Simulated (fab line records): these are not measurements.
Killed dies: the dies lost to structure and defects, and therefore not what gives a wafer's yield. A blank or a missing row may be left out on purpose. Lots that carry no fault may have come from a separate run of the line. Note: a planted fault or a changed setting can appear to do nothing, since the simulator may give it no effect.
fab line records | flow nand-harc | part 2 of 2: steps 32 to 39 of 39
[record] lots = 5 wafers = 15 last-day = 32
route steps=1302 shown A_ONON_D1@426 A_CHANNEL_HOLE_D1@450
lots with no fault: from the same line, run without faults
start-h: hours from the record's opening day to when the first of the lot's shown wafers began | wait-h: hours from the lot's prior step to this one | " the same as in the row above | L1.1+2: one row covering several wafers at once | - value missing, or start not given | * or withheld: withheld | < > ~ a bound
route shown NAME@n: names a module that has steps shown in the file, with the first one's number in the route | usual: mean/standard deviation of fault-free wafers | same: alike in all rows | chamber/n: place in a boat | sites: the reading at each site | _std_site: standard deviation of those values | _edge_site: outer sites' mean less inner sites' | radius-mm: for every site, how far away it sits from the centre of the wafer | mask NAME#n: copy n | behind: tool/chamber where the wafer was last shaped | hold: cause of the lot's hold/its duration in hours/its outcome | device: the transistor (n, p or np) that didn't switch | end of line: the route-end tests of the same wafers | a step without rows: its recipe alone | killed: dies that structure and defects cost at the first sort, which is not the same as the wafer's yield | map: a wafer's dies, x killed, . not, _ none there
set.NAME: the setting as run; set.NAME@STEP: as run at that earlier step | model.NAME: the simulator's own value behind a step, which no gauge read
certain route steps with their lots: each step a table, each wafer a row
services: the hour from which a tool's chamber was out of use, counted from the record's first day as start-h (under 0 if before that day), plus the number of hours and why
[[steps]]
[step NHARC_A_CHANNEL_HOLE_D1_EXPOSE_07]
[recipe] na = 1.35 target-cd-nm = 100 sigma-outer = 0.3 dose-mj = 59.65 mask-id = HOLE_D1
// columns lot.wafer tool chamber start-h wait-h mask
L081.2+4+5 arfi-scanner-01 0 245.45 - HOLE_D1#0
L083.2+3+4 arfi-scanner-03 0 266.92 - HOLE_D1#0
L089.1+2+4 arfi-scanner-02 0 323.48 - HOLE_D1#0
L088.2+5+6 arfi-scanner-03 0 323.87 - HOLE_D1#0
L094.2+3+5 arfi-scanner-03 0 385.65 - HOLE_D1#0
[step NHARC_A_CHANNEL_HOLE_D1_PEB_08]
[recipe] peb-temp-c = 100 peb-time-s = 65
[usual] chill-plate-temp-C = 22.98/0.098
// columns lot.wafer tool chamber start-h wait-h chill-plate-temp-C
L081.2 litho-track-06 0 245.51 0.1 23.00
L081.4 " 0 " " 22.97
L081.5 " 0 " " 22.96
L083.2 litho-track-04 0 266.98 0.1 22.95
L083.3 " 0 " " 22.86
L083.4 " 0 " " 22.88
L089.1 litho-track-06 0 323.54 0.1 23.05
L089.2 " 0 " " 22.98
L089.4 " 0 " " 22.94
L088.2 litho-track-04 0 323.93 0.1 22.95
L088.5 " 0 " " 23.03
L088.6 " 0 " " 23.13
L094.2 litho-track-06 0 385.70 0.1 22.94
L094.3 " 0 " " 22.87
L094.5 " 0 " " 23.11
[step NHARC_A_CHANNEL_HOLE_D1_DEVELOP_09]
[recipe] develop-time-s = 35 dev-temp-c = 23
[usual] chill-plate-temp-C = 22.98/0.092
// columns lot.wafer tool chamber start-h wait-h chill-plate-temp-C
L081.2 litho-track-06 0 - - 23.02
L081.4 " 0 " " 22.94
L081.5 " 0 " " 23.00
L083.2 litho-track-04 0 - - 22.96
L083.3 " 0 " " 22.83
L083.4 " 0 " " 22.93
L089.1 litho-track-06 0 - - 23.08
L089.2 " 0 " " 22.94
L089.4 " 0 " " 23.09
L088.2 litho-track-04 0 - - 22.86
L088.5 " 0 " " 22.97
L088.6 " 0 " " 22.99
L094.2 litho-track-06 0 - - 22.85
L094.3 " 0 " " 22.92
L094.5 " 0 " " 22.81
[step NHARC_A_CHANNEL_HOLE_D1_CD_MEAS_10]
[recipe] target-cd-nm = 100 landing-energy-ev = 500
[usual] cd-nm = 100.0/0.43
// columns lot.wafer tool chamber start-h wait-h cd-nm
L081.2 cd-sem-03 0 245.59 - 99.4
L081.4 " 0 " " 99.9
L081.5 " 0 " " 99.6
L083.2 cd-sem-03 0 267.06 - 99.8
L083.3 " 0 " " 100.1
L083.4 " 0 " " 100.5
L089.1 cd-sem-01 0 323.62 - 99.9
L089.2 " 0 " " 100.1
L089.4 " 0 " " 100.2
L088.2 cd-sem-02 0 324.01 - 100.4
L088.5 " 0 " " 100.7
L088.6 " 0 " " 100.2
L094.2 cd-sem-03 0 385.78 - 99.5
L094.3 " 0 " " 99.9
L094.5 " 0 " " 99.6
[step NHARC_A_CHANNEL_HOLE_D1_OVL_MEAS_11]
[usual] overlay-x-nm = 0.1/0.83 overlay-y-nm = 0.0/0.78
// columns lot.wafer tool chamber start-h wait-h overlay-x-nm overlay-y-nm
L081.2 overlay-01 - 245.68 - -0.7 -0.1
L081.4 " - " " -1.2 -0.6
L081.5 " - " " -0.6 0.2
L083.2 overlay-01 - 267.14 - -0.1 0.1
L083.3 " - " " -0.6 -0.3
L083.4 " - " " -0.8 0.0
L089.1 overlay-02 - 323.70 - 1.8 0.1
L089.2 " - " " 1.7 -0.1
L089.4 " - " " 1.2 0.7
L088.2 overlay-01 - 324.09 - 0.1 -0.3
L088.5 " - " " 0.3 -0.3
L088.6 " - " " -0.6 -0.1
L094.2 overlay-01 - 385.87 - 0.6 -0.2
L094.3 " - " " -0.3 -0.2
L094.5 " - " " -0.1 -0.2
[step NHARC_A_CHANNEL_HOLE_D1_INSPECT_12]
[usual] raw-defect-count = 5.2/2.6
// columns lot.wafer tool chamber start-h wait-h raw-defect-count
L081.2 defect-inspect-02 - 245.72 0.0 1
L081.4 " - " " 7
L081.5 " - " " 6
L083.2 defect-inspect-01 - 267.18 0.0 2
L083.3 " - " " 8
L083.4 " - " " 5
L089.1 defect-inspect-01 - 323.74 0.0 3
L089.2 " - " " 4
L089.4 " - " " 3
L088.2 defect-inspect-01 - 324.13 0.0 6
L088.5 " - " " 6
L088.6 " - " " 5
L094.2 defect-inspect-02 - 385.91 0.0 7
L094.3 " - " " 4
L094.5 " - " " 4
[step NHARC_A_CHANNEL_HOLE_D1_DESCUM_15]
[recipe] time-s = 3 o2-flow-sccm = 200 ar-flow-sccm = 0 bias-power-w = 0 chemistry = O2
[usual] drypump-motor-current-A = 5.7/0.5 o2-flow-sccm = 200.0/0.63 oes-product-au = 0.997/0.0064 rf-vpp-V = 57.8/0.92 showerhead-plenum-p-Torr = 1.90/0.062 throttle-valve-pct = 11.312/0.0093
// columns lot.wafer tool chamber start-h wait-h drypump-motor-current-A o2-flow-sccm oes-product-au rf-hours-counter-h rf-vpp-V showerhead-plenum-p-Torr throttle-valve-pct
L081.2 rie-diel-05 1 245.78 0.1 6.1 200.5 0.989 2 56.5 1.82 11.305
L081.4 " 3 " " 5.3 198.8 1.005 2 56.0 1.86 11.318
L081.5 " 2 " " 4.9 200.2 0.996 - 58.6 2.04 11.319
L083.4 rie-diel-12 0 267.25 0.1 6.4 199.7 1.000 12 58.1 1.99 11.325
L083.2 " 1 " " 5.1 199.8 0.997 14 58.4 1.89 11.307
L083.3 " 2 " " 5.7 200.1 0.998 14 56.4 1.87 11.305
L089.1 rie-diel-12 1 323.80 0.1 5.1 199.5 0.991 4 57.8 1.89 11.321
L089.4 " 3 " " 6.1 199.9 0.999 5 57.6 1.85 11.316
L089.2 " 0 " " 6.5 199.5 0.997 5 56.8 1.98 11.316
L088.2 rie-diel-05 0 324.21 0.1 5.3 199.3 0.986 30 56.6 1.96 11.324
L088.6 " 2 " " 4.8 200.4 0.985 - 58.6 2.03 11.318
L088.5 " 3 " " 5.3 200.5 0.999 - 56.5 1.85 11.306
L094.3 rie-diel-12 3 385.97 0.1 6.1 200.3 0.989 10 59.2 1.85 11.298
L094.2 " 0 " " 6.5 200.5 0.998 9 57.3 1.98 11.295
L094.5 " 0 " " 6.5 200.7 0.998 - 58.6 1.98 11.313
[step NHARC_A_CHANNEL_HOLE_D1_ETCH_38]
[recipe] target-depth-a = 390 over-etch-frac = 0.3 time-s = 65 ion-energy-ev = 80 cf4-flow-sccm = 150 ar-flow-sccm = 0 rf-w = 300 bias-w = 100 chemistry = CF4
[usual] drypump-motor-current-A = 5.7/0.49 oes-product-au = 0.997/0.0079 rf-vpp-V = 151.2/1.1 showerhead-plenum-p-Torr = 1.76/0.053 throttle-valve-pct = 13.284/0.0086
// columns lot.wafer tool chamber start-h wait-h drypump-motor-current-A oes-product-au rf-hours-counter-h rf-vpp-V showerhead-plenum-p-Torr throttle-valve-pct
L081.2 rie-diel-05 3 245.86 0.1 5.3 1.000 2 150.0 1.73 13.290
L081.4 " 0 " " 5.2 0.995 2 151.2 1.81 13.281
L081.5 " 0 " " 5.3 0.997 - 153.1 1.81 13.290
L083.3 rie-diel-12 1 267.32 0.1 5.1 0.999 14 149.7 1.75 13.295
L083.2 " 2 " " 5.7 0.993 14 151.7 1.73 13.278
L083.4 " 3 " " 6.0 0.990 11 151.1 1.72 13.293
L089.1 rie-diel-12 0 323.89 0.1 6.5 0.995 5 151.8 1.83 13.290
L089.2 " 1 " " 5.1 0.992 4 151.7 1.75 13.284
L089.4 " 3 " " 6.1 0.996 5 150.0 1.72 13.286
L088.2 rie-diel-05 0 324.28 0.1 5.3 0.996 30 152.6 1.81 13.284
L088.5 " 3 " " 5.3 1.006 - 150.9 1.72 13.281
L088.6 " 0 " " 5.3 0.994 - 152.5 1.81 13.296
L094.3 rie-diel-12 0 386.16 0.2 6.5 0.997 10 151.0 1.83 13.271
L094.2 " 1 " " 5.1 0.999 9 150.9 1.75 13.264
L094.5 " 0 " " 6.5 0.988 - 151.8 1.83 13.289
[[services]]
// columns tool chamber start-h hours kind
rie-diel-12 0 221.18 11.2 repair
pecvd-04 0 223.41 10.9 repair
pecvd-02 - 227.00 13.0 pm
pecvd-onon-03 - 227.04 13.0 pm
rie-diel-05 - 229.62 9.0 pm
pecvd-04 - 235.14 0.9 repair
rie-diel-12 3 240.37 8.1 repair
pecvd-onon-02 - 243.80 2.7 repair
rie-diel-05 3 247.37 4.5 repair
pecvd-04 0 253.61 21.7 repair
pecvd-02 - 261.93 0.3 repair
rie-diel-12 - 268.40 9.0 pm
pecvd-onon-01 - 269.07 13.0 pm
pecvd-04 - 269.17 13.0 pm
pecvd-04 0 285.88 3.3 repair
acl-dep-03 - 306.40 13.0 pm
arfi-scanner-03 - 306.82 2.5 repair
arfi-scanner-03 - 310.71 0.6 repair
litho-track-01 - 330.00 7.0 pm
rie-diel-12 3 337.64 1.8 repair
litho-track-06 - 354.00 7.0 pm
pecvd-onon-02 - 366.00 13.0 pm
arfi-scanner-03 - 368.00 4.0 pm
litho-track-04 - 378.00 7.0 pm
